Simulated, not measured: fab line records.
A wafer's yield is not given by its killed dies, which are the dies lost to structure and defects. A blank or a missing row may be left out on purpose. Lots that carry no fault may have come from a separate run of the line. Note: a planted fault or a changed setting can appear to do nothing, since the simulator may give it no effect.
Chamber matching | flow nand-harc | rie-diel-07 running NHARC_A_BLC_STRIP_29: 4 sister chambers
The step strips in CF4. 18 wafers are shown with their chamber, then 9 later ones without.

WAFERS PAIRED WITH THEIR CHAMBERS
wafer  | chamber | drypump-motor-current-A (A) | oes-product-au (a.u.) | throttle-valve-pct (%)
L436.2 | 1       | 5.7                         | 0.986                 | 13.300
L436.4 | 2       | 5.8                         | 0.991                 | 13.284
L436.6 | 0       | 6.0                         | 1.008                 | 13.280
L440.3 | 1       | 5.7                         | 0.992                 | 13.295
L440.4 | 0       | 6.0                         | 1.011                 | 13.272
L440.5 | 3       | 5.6                         | 0.991                 | 13.278
L438.3 | 2       | 5.8                         | 1.014                 | 13.303
L438.4 | 0       | 5.9                         | 0.999                 | 13.274
L438.6 | 2       | 5.8                         | 1.009                 | 13.282
L443.2 | 3       | 5.6                         | 1.006                 | 13.269
L443.3 | 0       | 6.0                         | 0.999                 | 13.275
L443.5 | 3       | 5.6                         | 1.004                 | 13.264
L445.1 | 0       | 5.9                         | 1.007                 | 13.273
L445.2 | 2       | 5.8                         | 1.004                 | 13.281
L445.4 | 1       | 5.7                         | 0.978                 | 13.292
L446.1 | 3       | 5.6                         | 0.998                 | 13.295
L446.2 | 2       | 5.8                         | 1.006                 | 13.276
L446.4 | 0       | 6.0                         | 1.004                 | 13.289

SIGNATURES (means of the wafers above)
reading                 | chamber 0 | chamber 1 | chamber 2 | chamber 3 | scatter within a chamber
drypump-motor-current-A | 5.967     | 5.700     | 5.800     | 5.600     | 0.0309
oes-product-au          | 1.00467   | 0.98533   | 1.00480   | 0.99975   | 0.00682
throttle-valve-pct      | 13.27717  | 13.29567  | 13.28520  | 13.27650  | 0.00936
Rule: for each reading, subtract the chamber's mean from the wafer's reading, divide by that reading's scatter and square the result; add these up over the readings and take the root, which gives the wafer's distance from the chamber. If the next closest chamber is less than 2 further off than the closest, the wafer can't be placed; otherwise it belongs to the closest. The scatter: take each reading less its chamber's mean, square it, sum over the shown wafers, divide by the number of wafers less the number of chambers, and take the root.

WAFERS MISSING THEIR CHAMBER
wafer  | drypump-motor-current-A (A) | oes-product-au (a.u.) | throttle-valve-pct (%)
L452.3 | 5.6                         | 0.998                 | 13.271
L452.4 | 5.8                         | 1.012                 | 13.282
L452.6 | 5.6                         | 0.998                 | 13.288
L451.2 | 5.6                         | 1.014                 | 13.269
L451.3 | 5.9                         | 1.013                 | 13.285
L451.4 | 5.7                         | 0.984                 | 13.276
L456.1 | 5.7                         | 0.996                 | 13.285
L456.3 | 5.9                         | 0.996                 | 13.287
L456.5 | 5.7                         | 0.985                 | 13.279

CHAMBER TAKEN BY EACH
wafer  | from the rows above          | in truth
L452.3 | 3                            | 3
L452.4 | 2                            | 2
L452.6 | 3                            | 3
L451.2 | 3                            | 3
L451.3 | can't be placed: 0 or 2      | 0
L451.4 | can't be placed: 1 or 3      | 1
L456.1 | can't be placed: 1 or 3 or 2 | 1
L456.3 | can't be placed: 0 or 2      | 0
L456.5 | 1                            | 1
5 of 9 placed correctly. Unplaceable from these rows: 4, with the true chamber sitting among the candidates in 4. Number placed wrongly: 0.
